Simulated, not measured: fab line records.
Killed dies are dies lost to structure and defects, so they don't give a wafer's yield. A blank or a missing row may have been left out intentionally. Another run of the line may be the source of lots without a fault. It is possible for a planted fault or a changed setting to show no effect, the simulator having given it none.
fab line records	flow n5-finfet
record lots=5	wafers=15	last-day=16
route steps=1938 shown SDB@353
lots with no fault: from the same line, run without faults
start-h: the number of hours between the record's first day and the start of the first shown wafer of the lot	wait-h: hours elapsed since this lot's preceding step	" unchanged from the row above	L1.1+2: one row covering several wafers at once	- either no value or no given start	* or withheld: withheld	< > ~ a bound
route shown NAME@n: NAME is a module with steps in the file, n the number in the route of the first one	usual: mean and standard deviation over wafers with no fault	same: alike in all rows	chamber/n: place in a boat	sites: readings site by site	_std_site: the standard deviation of these	_edge_site: inner sites' mean taken away from outer sites' mean	radius-mm: how far each site lies from the wafer's centre	mask NAME#n: copy n	behind: the last tool/chamber to shape the wafer	hold: reason for holding the lot/hours on hold/outcome of the hold	device: whichever transistor did not switch (one of n, p or np)	end of line: at the end of the route, the tests of the same wafers	a step without rows: its recipe alone	killed: the dies lost at the first sort to structure and to defects; this is not the yield of the wafer	map: dies across one wafer; x = killed, . = not, _ = none there
set.NAME: the setting the step ran with; set.NAME@STEP: the setting that earlier step ran with	model.NAME: the simulator's own value behind a step, which no gauge read
a table for each step, a row for each wafer; lots at some steps of the route
services: the hour from which a tool's chamber was out of use, counted from the record's first day as start-h (under 0 if before that day), plus the number of hours and why
## steps
# step N5_SDB_EXPOSE_08
# recipe mask-id=SDB	na=1.35	source-shape=conventional	sigma-outer=0.5	polarization=unpolarized	dose-mj=49.6
# usual reticle-temp-C=22.98/0.1
lot.wafer	tool	chamber	start-h	wait-h	mask	reticle-temp-C
L074.2	arfi-scanner-01	0	67.92	-	SDB#0	23.04
L074.3	"	0	"	"	SDB#0	23.13
L074.5	"	0	"	"	SDB#0	23.10
L084.2	arfi-scanner-01	0	127.37	-	SDB#0	23.02
L084.4	"	0	"	"	SDB#0	23.04
L084.6	"	0	"	"	SDB#0	23.04
L088.2	arfi-scanner-02	0	147.68	-	SDB#0	22.85
L088.3	"	0	"	"	SDB#0	23.09
L088.6	"	0	"	"	SDB#0	23.06
L092.1	arfi-scanner-03	0	172.82	-	SDB#0	23.21
L092.3	"	0	"	"	SDB#0	22.93
L092.6	"	0	"	"	SDB#0	23.08
L093.1	arfi-scanner-03	0	182.58	-	SDB#0	23.00
L093.3	"	0	"	"	SDB#0	22.92
L093.5	"	0	"	"	SDB#0	22.99
# step N5_SDB_PEB_09
# recipe peb-temp-c=withheld	peb-time-s=60	resist=CAR-ArF
# usual resist-line-temp-C=23.01/0.11
lot.wafer	tool	chamber	start-h	wait-h	resist-line-temp-C
L074.2	litho-track-03	0	67.98	0.0	22.85
L074.3	"	0	"	"	22.94
L074.5	"	0	"	"	23.02
L084.2	litho-track-05	0	127.42	0.0	23.12
L084.4	"	0	"	"	22.95
L084.6	"	0	"	"	22.99
L088.2	litho-track-01	0	147.74	0.0	22.98
L088.3	"	0	"	"	23.04
L088.6	"	0	"	"	23.12
L092.1	litho-track-03	0	172.88	0.1	23.04
L092.3	"	0	"	"	23.13
L092.6	"	0	"	"	23.11
L093.1	litho-track-05	0	182.64	0.1	22.88
L093.3	"	0	"	"	22.91
L093.5	"	0	"	"	23.10
# step N5_SDB_DEVELOP_10
# recipe develop-time-s=30	developer=TMAH	resist=CAR-ArF	rinse-liquid=diw	dry=air-spin	dev-temp-c=23
# usual resist-line-temp-C=22.97/0.094
lot.wafer	tool	chamber	start-h	wait-h	resist-line-temp-C
L074.2	litho-track-03	0	-	-	22.97
L074.3	"	0	"	"	22.96
L074.5	"	0	"	"	23.14
L084.2	litho-track-05	0	-	-	22.91
L084.4	"	0	"	"	22.95
L084.6	"	0	"	"	22.95
L088.2	litho-track-01	0	-	-	22.96
L088.3	"	0	"	"	22.77
L088.6	"	0	"	"	22.78
L092.1	litho-track-03	0	-	-	22.97
L092.3	"	0	"	"	22.93
L092.6	"	0	"	"	22.86
L093.1	litho-track-05	0	-	-	22.95
L093.3	"	0	"	"	22.92
L093.5	"	0	"	"	23.01
# step N5_SDB_CD_MEAS_11
# recipe target-cd-nm=50	landing-energy-ev=500	detector=se-inlens	polarity=opening
# usual cd-nm=50.8/1.4
lot.wafer	tool	chamber	start-h	wait-h	cd-nm
L074.2	cd-sem-03	0	68.05	-	49.7
L074.3	"	0	"	"	50.4
L074.5	"	0	"	"	50.0
L084.2	cd-sem-03	0	127.49	-	52.1
L084.4	"	0	"	"	50.2
L084.6	"	0	"	"	53.1
L088.2	cd-sem-01	0	147.80	-	49.5
L088.3	"	0	"	"	49.3
L088.6	"	0	"	"	48.3
L092.1	cd-sem-02	0	172.94	-	49.8
L092.3	"	0	"	"	50.0
L092.6	"	0	"	"	49.1
L093.1	cd-sem-03	0	182.71	-	53.3
L093.3	"	0	"	"	53.6
L093.5	"	0	"	"	52.5
# step N5_SDB_OVL_MEAS_12
# recipe points-per-wafer=44
# usual SDB_OVL=-0.6/0.67
lot.wafer	tool	chamber	start-h	wait-h	SDB_OVL[nm]
L074.2	overlay-01	0	68.07	0.0	0.3
L074.3	"	0	"	"	-0.8
L074.5	"	0	"	"	0.1
L084.2	overlay-01	0	127.52	0.0	-1.1
L084.4	"	0	"	"	-0.1
L084.6	"	0	"	"	-0.4
L088.2	overlay-01	0	147.83	0.0	-1.1
L088.3	"	0	"	"	-0.3
L088.6	"	0	"	"	-0.6
L092.1	overlay-01	0	172.97	0.0	0.7
L092.3	"	0	"	"	-0.1
L092.6	"	0	"	"	-0.5
L093.1	overlay-02	0	182.74	0.0	-1.0
L093.3	"	0	"	"	-0.5
L093.5	"	0	"	"	-0.3
# step N5_SDB_INSPECT_13
# recipe mode=adi	inspect-instrument=brightfield
# usual raw-defect-count=81/37
lot.wafer	tool	chamber	start-h	wait-h	raw-defect-count
L074.2	defect-inspect-02	-	68.10	0.0	42
L074.3	"	-	"	"	26
L074.5	"	-	"	"	53
L084.2	defect-inspect-02	-	127.54	0.0	49
L084.4	"	-	"	"	62
L084.6	"	-	"	"	53
L088.2	defect-inspect-02	-	147.86	0.0	67
L088.3	"	-	"	"	30
L088.6	"	-	"	"	51
L092.1	defect-inspect-02	-	173.00	0.0	138
L092.3	"	-	"	"	100
L092.6	"	-	"	"	113
L093.1	defect-inspect-01	-	182.76	0.0	90
L093.3	"	-	"	"	71
L093.5	"	-	"	"	64
# step N5_SDB_DESCUM_16
# recipe chemistry=O2	time-s=7.9	source-power-w=50	bias-power-w=20	pressure-mtorr=20	rf-frequency-hz=2.712e+07	temp-c=40	resist=CAR-ArF	o2-flow-sccm=225
# usual drypump-motor-current-A=5.58/0.3	oes-product-au=0.78/0.076	rf-vpp-V=243.6/1.2	showerhead-plenum-p-Torr=2.12/0.068	throttle-valve-pct=20.5/0.36
# same time-s=7.9
lot.wafer	tool	chamber	start-h	wait-h	drypump-motor-current-A	oes-product-au	rf-hours-counter-h	rf-vpp-V	showerhead-plenum-p-Torr	throttle-valve-pct
L074.2	rie-diel-03	2	68.47	0.4	6.28	0.75	163	243.2	2.11	20.6
L074.3	"	1	"	"	5.78	0.82	77	244.5	2.14	20.4
L074.5	"	3	"	"	5.13	0.76	-	243.1	2.12	20.5
L084.2	rie-diel-06	2	127.77	0.2	5.50	0.83	66	243.4	2.10	20.3
L084.4	"	3	"	"	5.14	0.72	160	244.2	2.19	20.9
L084.6	"	1	"	"	5.67	0.71	-	244.9	2.14	20.8
L088.2	rie-diel-06	0	147.89	0.0	5.89	0.84	65	240.6	2.01	20.0
L088.3	"	3	"	"	5.14	0.72	169	242.7	2.19	20.9
L088.6	"	1	"	"	5.65	0.71	-	244.4	2.14	20.8
L092.1	rie-diel-01	0	173.03	0.0	5.73	0.86	56	243.9	2.22	20.1
L092.3	"	3	"	"	5.50	0.90	38	243.7	2.04	20.0
L092.6	"	2	"	"	5.69	0.69	-	244.6	2.17	21.0
L093.1	rie-diel-06	3	183.25	0.5	5.16	0.70	181	244.5	2.18	20.9
L093.3	"	1	"	"	5.69	0.69	229	243.6	2.14	20.8
L093.5	"	0	"	"	5.90	0.82	-	241.2	2.00	20.0
# step N5_SDB_ETCH_17
# recipe chemistry=CF4	target=SiARC	target-depth-a=234	mask-material=CAR-ArF	time-s=39	ion-energy-ev=80	pressure-mtorr=40	source-w=545	bias-w=36	Ar_flow_sccm=100	cf4-flow-sccm=100	ends=cleared
# usual drypump-motor-current-A=5.58/0.3	etch-rf-on-time-s=38.8/0.98	oes-product-au=0.67/0.065	rf-vpp-V=184.6/1.1	showerhead-plenum-p-Torr=2.18/0.057	throttle-valve-pct=15.7/0.31
lot.wafer	tool	chamber	start-h	wait-h	drypump-motor-current-A	etch-rf-on-time-s	oes-product-au	rf-hours-counter-h	rf-vpp-V	showerhead-plenum-p-Torr	throttle-valve-pct
L074.2	rie-diel-03	2	68.51	0.0	6.28	41.0	0.62	163	184.5	2.13	15.6
L074.3	"	1	"	"	5.79	39.9	0.68	77	184.3	2.18	15.5
L074.5	"	3	"	"	5.14	39.4	0.65	-	184.0	2.16	15.6
L084.2	rie-diel-06	2	127.81	0.0	5.49	38.2	0.72	66	184.3	2.17	15.6
L084.4	"	3	"	"	5.12	38.6	0.63	160	186.8	2.24	16.0
L084.6	"	1	"	"	5.62	39.0	0.62	-	184.9	2.19	16.0
L088.2	rie-diel-06	0	147.92	0.0	5.90	38.8	0.72	65	182.7	2.09	15.4
L088.3	"	3	"	"	5.13	38.7	0.62	169	185.0	2.24	16.1
L088.6	"	1	"	"	5.61	39.3	0.61	-	184.5	2.19	16.0
L092.1	rie-diel-01	0	173.07	0.0	5.73	38.0	0.74	56	185.2	2.25	15.2
L092.3	"	3	"	"	5.50	40.4	0.75	38	184.0	2.10	15.2
L092.6	"	2	"	"	5.63	41.0	0.58	-	184.8	2.20	16.0
L093.1	rie-diel-06	3	183.28	0.0	5.14	38.8	0.61	181	185.1	2.23	16.1
L093.3	"	1	"	"	5.66	38.8	0.61	229	186.1	2.19	16.0
L093.5	"	0	"	"	5.92	38.4	0.72	-	183.8	2.08	15.4
# step N5_SDB_ETCH_18
# recipe chemistry=N2/H2	target=SOC	target-depth-a=1000	overetch-a=200	mask-material=SiARC	temp-c=40	time-s=150	ion-energy-ev=200	pressure-mtorr=30	source-w=840	bias-w=150	n2-flow-sccm=200	h2-flow-sccm=200
# usual drypump-motor-current-A=5.59/0.3	oes-product-au=0.70/0.063	rf-vpp-V=524.9/2.1	showerhead-plenum-p-Torr=2.58/0.076	throttle-valve-pct=17.9/0.34
# same time-s=150
lot.wafer	tool	chamber	start-h	wait-h	drypump-motor-current-A	oes-product-au	rf-hours-counter-h	rf-vpp-V	showerhead-plenum-p-Torr	throttle-valve-pct
L074.2	rie-diel-03	2	68.54	0.0	6.26	0.68	163	522.9	2.52	17.7
L074.3	"	1	"	"	5.76	0.73	77	525.2	2.56	17.5
L074.5	"	3	"	"	5.14	0.69	-	523.8	2.57	17.9
L084.2	rie-diel-06	2	127.84	0.0	5.52	0.75	66	523.6	2.58	17.8
L084.4	"	3	"	"	5.13	0.66	160	528.1	2.66	18.4
L084.6	"	1	"	"	5.64	0.64	-	525.2	2.61	18.2
L088.2	rie-diel-06	0	147.96	0.0	5.92	0.76	65	522.9	2.47	17.5
L088.3	"	3	"	"	5.13	0.64	169	527.0	2.65	18.4
L088.6	"	1	"	"	5.63	0.64	-	526.0	2.61	18.2
L092.1	rie-diel-01	0	173.10	0.0	5.76	0.76	56	527.2	2.71	17.5
L092.3	"	3	"	"	5.51	0.80	38	521.8	2.49	17.6
L092.6	"	2	"	"	5.69	0.62	-	526.6	2.63	18.4
L093.1	rie-diel-06	3	183.32	0.0	5.13	0.64	181	525.5	2.65	18.4
L093.3	"	1	"	"	5.62	0.64	229	526.3	2.60	18.2
L093.5	"	0	"	"	5.94	0.75	-	522.0	2.46	17.5
# step N5_SDB_STRIP_19
# recipe chemistry=N2/H2	temp-c=40	n2-flow-sccm=200	h2-flow-sccm=200	rf-frequency-hz=6e+07
lot.wafer	tool	chamber	start-h	wait-h
L074.2+3+5	rie-diel-03	2,1,3	68.67	0.1
L084.2+4+6	rie-diel-06	2,3,1	127.97	0.1
L088.2+3+6	rie-diel-06	0,3,1	148.09	0.1
L092.1+3+6	rie-diel-01	0,3,2	173.23	0.1
L093.1+3+5	rie-diel-06	3,1,0	183.45	0.1
# step N5_SDB_STRIP_21
# recipe chemistry=CF4	resist=SiARC	power-w=300	bias-power-w=75	pressure-mtorr=50	cf4-flow-sccm=150	rf-frequency-hz=6e+07
# usual drypump-motor-current-A=5.58/0.3	oes-product-au=0.78/0.07	rf-vpp-V=271.8/1.3	showerhead-plenum-p-Torr=1.82/0.046	throttle-valve-pct=13.7/0.31
lot.wafer	tool	chamber	start-h	wait-h	drypump-motor-current-A	oes-product-au	rf-hours-counter-h	rf-vpp-V	showerhead-plenum-p-Torr	throttle-valve-pct
L074.2	rie-diel-03	2	68.68	0.0	6.27	0.75	163	271.2	1.78	13.6
L074.3	"	1	"	"	5.78	0.81	77	270.1	1.84	13.5
L074.5	"	3	"	"	5.16	0.76	-	271.3	1.82	13.6
L084.2	rie-diel-06	2	127.98	0.0	5.49	0.82	66	271.2	1.81	13.5
L084.4	"	3	"	"	5.10	0.73	160	274.0	1.87	14.0
L084.6	"	1	"	"	5.64	0.72	-	272.6	1.84	14.0
L088.2	rie-diel-06	0	148.10	0.0	5.92	0.83	65	270.2	1.76	13.4
L088.3	"	3	"	"	5.14	0.72	169	273.4	1.87	14.0
L088.6	"	1	"	"	5.63	0.71	-	273.1	1.84	14.0
L092.1	rie-diel-01	0	173.24	0.0	5.72	0.84	56	274.0	1.89	13.2
L092.3	"	3	"	"	5.49	0.88	38	268.9	1.76	13.2
L092.6	"	2	"	"	5.65	0.69	-	271.9	1.85	14.0
L093.1	rie-diel-06	3	183.46	0.0	5.14	0.72	181	272.9	1.87	14.0
L093.3	"	1	"	"	5.67	0.70	229	271.5	1.83	14.0
L093.5	"	0	"	"	5.90	0.82	-	271.9	1.75	13.4
# step N5_SDB_HM_OPEN_20
# recipe chemistry=CH3F/O2	target=SiNx	mask-material=SOC	target-depth-a=240	stop-on=poly-Si	over-etch-frac=0.4	ion-energy-ev=120	pressure-mtorr=30	source-w=395	bias-w=73	Ar_flow_sccm=150	CH3F_flow_sccm=30	O2_flow_sccm=20
# usual drypump-motor-current-A=5.58/0.3	oes-product-au=0.65/0.057	rf-vpp-V=295/6.2	showerhead-plenum-p-Torr=2.03/0.058	throttle-valve-pct=16.4/0.33
lot.wafer	tool	chamber	start-h	wait-h	drypump-motor-current-A	oes-product-au	rf-hours-counter-h	rf-vpp-V	showerhead-plenum-p-Torr	throttle-valve-pct
L074.2	rie-diel-03	2	68.70	0.0	6.27	0.62	163	300	1.99	16.4
L074.3	"	1	"	"	5.75	0.67	77	308	2.02	16.1
L074.5	"	3	"	"	5.14	0.64	-	295	2.01	16.3
L084.2	rie-diel-06	2	128.00	0.0	5.48	0.69	66	302	2.02	16.3
L084.4	"	3	"	"	5.13	0.62	160	284	2.10	16.8
L084.6	"	1	"	"	5.63	0.60	-	290	2.05	16.7
L088.2	rie-diel-06	0	148.12	0.0	5.89	0.67	65	291	1.93	16.0
L088.3	"	3	"	"	5.12	0.59	169	283	2.10	16.8
L088.6	"	1	"	"	5.64	0.59	-	290	2.05	16.7
L092.1	rie-diel-01	0	173.26	0.0	5.72	0.69	56	298	2.11	15.9
L092.3	"	3	"	"	5.50	0.71	38	298	1.96	16.0
L092.6	"	2	"	"	5.66	0.57	-	302	2.06	16.7
L093.1	rie-diel-06	3	183.48	0.0	5.14	0.57	181	283	2.09	16.8
L093.3	"	1	"	"	5.63	0.58	229	290	2.04	16.7
L093.5	"	0	"	"	5.90	0.69	-	291	1.93	16.1
# step N5_SDB_STRIP_22
# recipe chemistry=N2/H2	power-w=1000	temp-c=250	h2-frac=0.65	overash-fraction=0.3	pressure-mtorr=withheld	n2-flow-sccm=1750	h2-flow-sccm=3250
# usual drypump-motor-current-A=5.74/0.14	heater-power-w=359/20	oes-product-au=0.715/0.0049	strip-time-to-endpoint-s=96.3/0.39
lot.wafer	tool	chamber	start-h	wait-h	drypump-motor-current-A	heater-power-w	oes-product-au	rf-hours-counter-h	strip-time-to-endpoint-s
L074.2	plasma-asher-02	0	68.78	0.1	5.82	362	0.716	87	96.8
L074.3	"	1	"	"	5.58	355	0.709	-	96.5
L074.5	"	0	"	"	5.80	354	0.714	-	96.7
L084.2	plasma-asher-02	1	128.17	0.1	5.58	348	0.716	98	96.2
L084.4	"	0	"	"	5.84	355	0.710	-	97.0
L084.6	"	1	"	"	5.57	353	0.714	-	96.9
L088.2	plasma-asher-01	1	148.20	0.1	5.62	332	0.713	49	95.9
L088.3	"	1	"	"	5.63	323	0.725	-	96.2
L088.6	"	0	"	"	5.96	388	0.717	-	96.2
L092.1	plasma-asher-02	1	173.34	0.1	5.58	354	0.716	104	96.0
L092.3	"	0	"	"	5.83	363	0.714	-	96.9
L092.6	"	1	"	"	5.59	355	0.713	-	96.9
L093.1	plasma-asher-01	0	183.56	0.1	5.84	395	0.719	58	96.6
L093.3	"	1	"	"	5.64	330	0.708	-	96.8
L093.5	"	1	"	"	5.64	340	0.721	-	96.4
# step N5_SDB_PRECLEAN_23
# recipe chemistry=dHF	time-s=30	temp-c=25	dilution=withheld
# same time-s=30
lot.wafer	tool	chamber	start-h	wait-h
L074.2+3+5	wet-bench-01	0,5,4	68.93	0.1
L084.2+4+6	wet-bench-01	4,3,7	128.32	0.1
L088.2+3+6	wet-bench-06	0,1,5	148.38	0.1
L092.1+3+6	wet-bench-04	1,0,4	173.49	0.1
L093.1+3+5	wet-bench-06	3,1,6	183.71	0.1
# step N5_SDB_DUMMY_REMOVE_24
# recipe chemistry=TMAH	temp-c=70	target=poly-Si	stop-on=SiO2	target-depth-nm=142	conc-wt-pct=5	time-s=57	dry=ipa-marangoni	rinse-time-s=30	rinse-temp-c=23
# same time-s=57
lot.wafer	tool	chamber	start-h	wait-h
L074.2+3+5	wet-bench-01	0,5,4	68.94	0.0
L084.2+4+6	wet-bench-01	4,3,7	128.33	0.0
L088.2+3+6	wet-bench-06	0,1,5	148.39	0.0
L092.1+3+6	wet-bench-04	1,0,4	173.50	0.0
L093.1+3+5	wet-bench-06	3,1,6	183.72	0.0
# step N5_SDB_ETCH_25
# recipe chemistry=C4F6/O2	target=SiO2	target-depth-a=100	time-s=3.3	ion-energy-ev=250	mask-material=SiNx	pressure-mtorr=30	source-w=345	bias-w=185	Ar_flow_sccm=300	C4F6_flow_sccm=10	O2_flow_sccm=10
# usual drypump-motor-current-A=5.6/0.34	oes-product-au=0.78/0.075	rf-vpp-V=664/14	showerhead-plenum-p-Torr=2.88/0.075	throttle-valve-pct=21.2/0.31
# same time-s=3.3
lot.wafer	tool	chamber	start-h	wait-h	drypump-motor-current-A	oes-product-au	rf-hours-counter-h	rf-vpp-V	showerhead-plenum-p-Torr	throttle-valve-pct
L074.2	rie-diel-01	3	69.12	0.1	5.5	0.96	6	666	2.81	20.8
L074.3	"	0	"	"	5.7	0.92	22	664	3.01	20.7
L074.5	"	1	"	"	5.5	0.79	-	669	2.96	21.3
L084.2	rie-diel-01	0	128.39	0.0	5.7	0.89	40	665	3.00	20.7
L084.4	"	2	"	"	5.7	0.69	213	677	2.93	21.5
L084.6	"	2	"	"	5.7	0.69	-	677	2.93	21.5
L088.2	rie-diel-06	1	148.45	0.0	5.6	0.72	218	651	2.91	21.5
L088.3	"	3	"	"	5.1	0.72	170	633	2.98	21.7
L088.6	"	0	"	"	5.9	0.85	-	649	2.76	20.9
L092.1	rie-diel-03	1	173.56	0.0	5.8	0.78	115	685	2.85	21.0
L092.3	"	2	"	"	6.3	0.71	202	670	2.81	21.1
L092.6	"	3	"	"	5.1	0.72	-	661	2.84	21.2
L093.1	rie-diel-01	0	184.39	0.6	5.8	0.86	59	666	2.99	20.7
L093.3	"	1	"	"	5.5	0.76	177	668	2.94	21.3
L093.5	"	2	"	"	5.7	0.69	-	677	2.92	21.5
# step N5_SDB_CUT_ETCH_26
# recipe chemistry=HBr/Cl2/O2	target=Si	target-depth-a=1296	bt-time-s=20	mask-material=SiNx	time-s=51.8	ion-energy-ev=*	bias-w=*	pressure-mtorr=10	icp-w=800	HBr_flow_sccm=150	Cl2_flow_sccm=80	O2_flow_sccm=12
# usual drypump-motor-current-A=5.5/0.44	oes-product-au=1.004/0.014	throttle-valve-pct=37.40/0.29
# same time-s=51.8
lot.wafer	tool	chamber	start-h	wait-h	drypump-motor-current-A	oes-product-au	rf-hours-counter-h	throttle-valve-pct
L074.2	rie-si-03	3	69.20	0.1	5.2	0.983	179	37.73
L074.3	"	0	"	"	6.2	0.974	18	37.89
L074.5	"	2	"	"	5.8	1.005	-	37.30
L084.2	rie-si-02	3	128.47	0.1	5.4	1.007	38	37.68
L084.4	"	2	"	"	5.8	1.012	42	37.22
L084.6	"	1	"	"	5.6	0.989	-	37.22
L088.2	rie-si-05	3	148.53	0.1	5.2	1.012	102	37.15
L088.3	"	1	"	"	4.7	0.999	72	37.56
L088.6	"	1	"	"	4.7	1.015	-	37.58
L092.1	rie-si-03	2	173.64	0.1	5.8	1.009	10	37.32
L092.3	"	1	"	"	5.1	1.018	4	36.86
L092.6	"	0	"	"	6.2	0.969	-	37.89
L093.1	rie-si-02	0	184.47	0.1	4.8	1.012	67	37.23
L093.3	"	1	"	"	5.6	1.005	76	37.25
L093.5	"	0	"	"	4.8	1.010	-	37.25
## services
tool	chamber	start-h	hours	kind
arfi-scanner-01	-	44.17	1.3	pm
arfi-scanner-03	-	50.47	1.3	pm
arfi-scanner-03	-	51.82	0.8	repair
rie-si-03	3	58.52	6.6	repair
rie-si-02	3	67.78	4.5	repair
arfi-scanner-03	-	71.21	0.2	repair
arfi-scanner-03	-	77.21	0.8	pm
arfi-scanner-03	-	83.61	6.0	pm
rie-diel-01	2	87.98	4.9	repair
arfi-scanner-03	-	89.61	1.0	pm
rie-si-02	1	100.25	3.1	repair
arfi-scanner-03	-	103.03	4.9	pm
rie-diel-01	3	105.08	9.1	repair
arfi-scanner-01	-	109.91	4.9	pm
rie-diel-01	0	113.19	5.2	repair
rie-diel-06	2	113.32	8.0	repair
plasma-asher-02	-	120.05	2.5	pm
arfi-scanner-03	-	139.54	0.6	repair
rie-diel-06	2	144.85	12.2	repair
arfi-scanner-03	-	145.97	0.8	repair
plasma-asher-02	-	146.20	4.0	pm
rie-si-02	3	166.33	30.2	repair
arfi-scanner-01	-	169.67	1.3	pm
rie-diel-03	0	170.10	5.9	repair
## key
fault none
